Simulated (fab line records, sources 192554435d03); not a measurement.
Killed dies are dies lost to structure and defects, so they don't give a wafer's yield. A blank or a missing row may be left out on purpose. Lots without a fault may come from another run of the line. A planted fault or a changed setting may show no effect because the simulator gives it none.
One fault seen from 3 desks | flow n5_finfet | each desk has only its own numbers; what lay behind them comes last

THE TOOL OWNER'S DESK: cmp-02
The tool's own readings at N5_MOL_CONTACT_COAG_CMP_23 (polishes, stops on SiO2, t overpolish 1.5 s, target thk 0 nm): means of the sampled wafers that have a number, for each lot that ran on this tool. A lot is out of limits, marked OUT, if its mean lies more than 4 standard deviations from the usual mean; the brackets give that distance.
Columns: A = edge_zone_pressure_frac at N5_MOL_CONTACT_COAG_CMP_23, usual 1.000; B = motor_current_A at N5_MOL_CONTACT_COAG_CMP_23, usual 8.2 A; C = overpolish_run_s at N5_MOL_CONTACT_COAG_CMP_23, usual 1.501 s; D = platen_rpm at N5_MOL_CONTACT_COAG_CMP_23, usual 50.29 rpm; E = time_to_endpoint_s at N5_MOL_CONTACT_COAG_CMP_23, usual 8.7 s
lot  | first seen here | A     | B   | C     | D               | E
L543 | day 5 06:23     | 1.003 | 8.4 | 1.504 | 50.30           | 8.0
L550 | day 6 21:23     | 1.003 | 8.1 | 1.504 | 50.28           | 10.2
L552 | day 7 11:58     | 1.002 | 8.3 | 1.503 | 51.96 (+51) OUT | 6.6
L554 | day 8 05:07     | 0.999 | 8.3 | 1.494 | 51.96 (+51) OUT | 5.3
This desk's finding: out of limits on L552, L554; first on L552, day 7 11:58 (platen_rpm at N5_MOL_CONTACT_COAG_CMP_23). In limits: L543, L550.

THE METROLOGY DESK
What the gauges read, lot by lot, whatever tool the lot ran on: means of the sampled wafers that have a number. A lot is out of limits, marked OUT, if its mean lies more than 4 standard deviations from the usual mean; the brackets give that distance. Of its 12 readings 7 are shown: those that lie furthest out on some lot.
Columns: A = GC_FILL_THK at N5_GATE_CUT_THK_MEAS_24, usual 219.1 nm; B = DIBL_P at N5_BEOL_M4_RC_MEAS_101, usual 35.8 mV/V; C = IOFF_N at N5_BEOL_M4_RC_MEAS_101, usual 0.15 nA/um; D = ION_P at N5_BEOL_M4_RC_MEAS_101, usual 462 uA/um; E = SS_N at N5_BEOL_M4_RC_MEAS_101, usual 71.5 mV/dec; F = SS_P at N5_BEOL_M4_RC_MEAS_101, usual 73.2 mV/dec; G = VT_P at N5_BEOL_M4_RC_MEAS_101, usual -250 mV
lot  | first seen here | A     | B    | C    | D   | E    | F    | G
L543 | day 4 23:52     | 221.4 | 36.0 | 0.14 | 466 | 71.0 | 73.5 | -249
L545 | day 5 11:09     | 217.7 | 35.4 | 0.14 | 458 | 71.4 | 73.1 | -251
L550 | day 6 14:59     | 219.5 | 39.4 | 0.20 | 459 | 72.8 | 74.1 | -252
L552 | day 7 05:00     | 217.9 | 35.4 | 0.13 | 457 | 71.1 | 73.2 | -254
L553 | day 7 10:28     | 220.9 | 37.0 | 0.19 | 474 | 72.0 | 73.2 | -245
L554 | day 7 20:25     | 217.3 | 35.5 | 0.17 | 468 | 71.0 | 73.2 | -247
L555 | day 7 21:11     | 221.6 | 36.5 | 0.15 | 465 | 71.5 | 73.1 | -246
L562 | day 9 15:35     | 214.3 | 36.5 | 0.17 | 471 | 71.1 | 73.2 | -247
L563 | day 9 19:56     | 218.1 | 38.5 | 0.15 | 457 | 71.7 | 73.3 | -249
L565 | day 10 07:11    | 217.5 | 35.0 | 0.15 | 474 | 71.1 | 72.7 | -248
This desk's finding: nothing out of limits on any of the 10 lots.

THE DEFECT DESK
What the inspections along the route counted, lot by lot: means of the sampled wafers that have a number. A lot is out of limits, marked OUT, if its mean lies more than 4 standard deviations from the usual mean; the brackets give that distance.
Columns: A = raw_defect_count at N5_MOL_CONTACT_COAG_INSPECT_10, usual 73
lot  | first seen here | A
L543 | day 5 01:35     | 96
L545 | day 5 13:20     | 82
L550 | day 6 16:06     | 76
L552 | day 7 06:08     | 62
L553 | day 7 11:36     | 46
L554 | day 7 21:40     | 88
L555 | day 7 22:19     | 59
L562 | day 9 16:50     | 91
L563 | day 9 21:04     | 77
L565 | day 10 08:26    | 75
This desk's finding: nothing out of limits on any of the 10 lots.

PUT TOGETHER
The tool owner's desk could have raised an alarm at day 7 11:58, on L552, L554.
The metrology desk saw nothing out of limits.
The defect desk saw nothing out of limits.
The metrology desk has L552, L554 on record, within its limits.
The defect desk has L552, L554 on record, within its limits.
Of the lots named, all ran N5_MOL_CONTACT_COAG_CMP_23 on cmp-02.

WHAT THE SIMULATOR HAD PUT IN
Process parameter drift: cmp-02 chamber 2, from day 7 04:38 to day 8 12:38, at N5_MOL_CONTACT_COAG_CMP_23. Setting platen_rpm, moved by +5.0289, from 50.289. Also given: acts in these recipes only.
Lots struck among those shown: L552, L554.
Hours from the fault's start to each desk's first reading out of limits: the tool owner's desk, 7.
